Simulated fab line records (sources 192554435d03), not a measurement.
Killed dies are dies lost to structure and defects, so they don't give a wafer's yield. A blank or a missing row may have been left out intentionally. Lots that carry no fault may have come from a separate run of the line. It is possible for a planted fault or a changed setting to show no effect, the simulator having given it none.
A struck lot beside a sound one | flow n5Finfet | 16 steps out of a route of 1938
Sound: the wafers L636.1, L636.2, L636.3. Struck: wafer L645.5 (left out: L645.6, a lot-mate that was not struck); the cause follows at the end.
At each step with rows: each side's tool, then ch and its chambers, then its first start. Under that, the readings that differ: sound wafers | struck wafers | difference of the means | sigmas: that difference in standard deviations of wafers without a fault.
alike: words and numbers the same on both sides, and readings whose means are apart by under 2 such deviations; not compared: readings that were withheld, readings missing a value for some wafer, numbers with overlapping values and no deviation given by the record, and bounds like >300 which may hide the same value.
Wherever a step has rows on one side only, a row that says differs or no value, or a row with sigmas, the two part there. Numbers that have no deviation but don't overlap get no sigmas and don't part them. A reading that every wafer of one side lacks parts them only if that side has two wafers or more.

first, 2 steps without rows for these wafers: N5_DUMMY_GATE_ETCH_29 (etches underlayer in N2/H2, target depth 13 nm); N5_DUMMY_GATE_ETCH_36 (etches SiARC in CF4, target depth 13 nm).
N5_DUMMY_GATE_ETCH_37: etches SOC in N2/H2, target depth 60 nm, overetch 30 nm.
  sound on rieDiel-03 ch 1,2,3, day 4 05:52; struck on rieDiel-05 ch 2, day 6 10:53
reading                  | sound             | struck | difference | sigmas
drypumpMotorCurrentA (A) | 4.8 5.1 5.2       | 6.0    | +1.0       | +2
throttleValvePct (%)     | 17.61 17.57 17.80 | 18.20  | +0.54      | +2
  alike: oesProductAu, rfVppV, showerheadPlenumPTorr
  not compared: rfHoursCounterH
then, 3 steps without rows for these wafers: N5_DUMMY_GATE_STRIP_38 (strips in N2/H2); N5_DUMMY_GATE_STRIP_39 (strips in N2/H2); N5_DUMMY_GATE_TRIM_49 (chemistry O2, time 29 s, target cd 14 nm).
N5_DUMMY_GATE_STRIP_40: strips in CF4.
  sound on rieDiel-05 ch 0,1,3, day 4 06:02; struck on rieDiel-03 ch 1, day 6 11:03
  alike: drypumpMotorCurrentA, oesProductAu, rfVppV, showerheadPlenumPTorr, throttleValvePct
  not compared: rfHoursCounterH
N5_DUMMY_GATE_CD_MEAS_50: the cd target is 14 nm.
  struck on cdSem-03, day 6 11:07; sound on cdSem-01, day 4 06:05
  alike: cdNm
then, 1 step without rows for these wafers: N5_DUMMY_GATE_ETCH_31 (etches SiO2 in C4F6/O2, target depth 82.5 nm, time 27.5 s).
N5_DUMMY_GATE_STRIP_41: strips in O2.
  sound on rieDiel-05 ch 0,1,3, day 4 06:11; struck on rieDiel-05 ch 1, day 6 11:38
  alike: drypumpMotorCurrentA, oesProductAu, rfVppV, showerheadPlenumPTorr, throttleValvePct
  not compared: rfHoursCounterH
N5_DUMMY_GATE_HM_OPEN_21: chemistry CH3F/O2, target SiNx, target depth 120 nm, time 171.4 s.
  sound on rieDiel-05 ch 0,1,3, day 4 06:13; struck on rieDiel-05 ch 1, day 6 11:44
  alike: drypumpMotorCurrentA, oesProductAu, rfVppV, showerheadPlenumPTorr, throttleValvePct
  not compared: rfHoursCounterH
N5_DUMMY_GATE_ETCH_32: etches SiO2 in CF4, target depth 3.5 nm, time 3.9 s.
  sound on rieSi-05 ch 0,1,2, day 4 06:23; struck on rieSi-05 ch 2, day 6 11:50
  alike: drypumpMotorCurrentA, oesProductAu, throttleValvePct
  not compared: rfHoursCounterH
N5_DUMMY_GATE_ETCH_23: etches poly-Si in HBr/Cl2/O2, target depth 41 nm, time 22.3 s.
  sound on rieSi-05 ch 0,1,2, day 4 06:25; struck on rieSi-05 ch 2, day 6 11:53
reading                                      | sound             | struck | difference | sigmas
oesProductAu (a.u.)                          | 1.004 1.018 1.016 | 0.771  | -0.242     | -13
model.etch.depthNm (nm)                      | 41.24 41.61 40.67 | 26.78  | -14.39     | 
model.SiO2_of_DUMMY_GATE_PECVD_30.thkNm (nm) | 39 39.4 39.4      | 40     | +1         | 
  alike: drypumpMotorCurrentA, throttleValvePct
  not compared: rfHoursCounterH
N5_DUMMY_GATE_ETCH_44: etches poly-Si in HBr/O2, stops on SiO2, target depth 127.5 nm.
  sound on rieSi-05 ch 0,1,2, day 4 06:28; struck on rieSi-05 ch 2, day 6 11:57
reading                                      | sound        | struck | difference | sigmas
model.SiO2_of_DUMMY_GATE_PECVD_30.thkNm (nm) | 38 38.4 38.4 | 39     | +1         | 
  alike: drypumpMotorCurrentA, oesProductAu, throttleValvePct
  not compared: rfHoursCounterH
N5_DUMMY_GATE_CD_MEAS_24: the cd target is 15 nm.
  struck on cdSem-02, day 6 12:02; sound on cdSem-03, day 4 06:35
  alike: cdNm
-- the record jumps here: 5 days lie between the struck wafers' starts before and after (it left off in module DUMMY_GATE and takes up again in module BEOL_M4, whose first step shown is number 1111 of the route) --
N5_BEOL_M4_RC_MEAS_101:
  sound on prober-01 ch 0, day 9 03:22; struck on prober-01 ch 0, day 11 03:56
reading       | sound          | struck | difference | sigmas
DIBL_P (mV/V) | 37.2 35.1 35.5 | 39.2   | +3.3       | +2
  alike: DIBL_N, IOFF_N, IOFF_P, ION_N, ION_P, SS_N, SS_P, VT_N, VT_P

== WHERE THEY PART ==
Earliest at N5_DUMMY_GATE_ETCH_37; latest, in this record, at N5_BEOL_M4_RC_MEAS_101.

WHY: what the simulator had put in
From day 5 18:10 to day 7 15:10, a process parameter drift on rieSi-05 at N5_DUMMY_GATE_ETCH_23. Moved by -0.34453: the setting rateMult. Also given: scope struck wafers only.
